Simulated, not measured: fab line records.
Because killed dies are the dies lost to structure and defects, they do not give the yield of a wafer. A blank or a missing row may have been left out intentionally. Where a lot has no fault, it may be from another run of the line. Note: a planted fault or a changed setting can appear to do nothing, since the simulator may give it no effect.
Chamber matching	flow n5 finfet	4 sister chambers for N5_BEOL_M13_VIA_ETCH_16 on rie diel-01
The step etches SiOC in C4F8/O2/Ar, target depth 921.7 nm. 8 wafers are shown with their chamber, then 8 later ones without.

WAFERS PAIRED WITH THEIR CHAMBERS
wafer	chamber	showerhead plenum p Torr (Torr)	drypump motor current A (A)
L074.1	1	3.49	5.47
L074.5	2	3.52	5.78
L088.4	0	3.25	5.39
L088.5	3	3.46	5.17
L091.1	1	3.47	5.51
L091.4	2	3.51	5.74
L091.5	0	3.25	5.42
L094.1	3	3.45	5.16

WAFERS WHOSE CHAMBER IS MISSING
wafer	showerhead plenum p Torr (Torr)	drypump motor current A (A)
L094.2	3.47	5.51
L094.6	3.24	5.43
L097.1	3.45	5.17
L097.2	3.47	5.49
L097.3	3.50	5.79
L095.3	3.50	5.78
L095.5	3.45	5.16
L095.6	3.50	5.74

THE CHAMBER EACH PASSED THROUGH
wafer	from the rows above	in truth
L094.2	1	1
L094.6	0	0
L097.1	3	3
L097.2	1	1
L097.3	2	2
L095.3	2	2
L095.5	3	3
L095.6	2	2
Placed correctly: 8 of 8. Number that these rows cannot place: 0. Wrongly placed: 0.
How it was worked out, from the rows above alone: a wafer's distance from a chamber is the root of the sum, over the readings, of the square of ((its reading less the chamber's mean) divided by the reading's scatter). The wafer belongs to the nearest chamber; if the next one is less than 2 further off, it can't be placed. Each chamber's mean is taken over the wafers shown for it. The scatter: take each reading less its chamber's mean, square it, sum over the shown wafers, divide by the number of wafers less the number of chambers, and take the root.
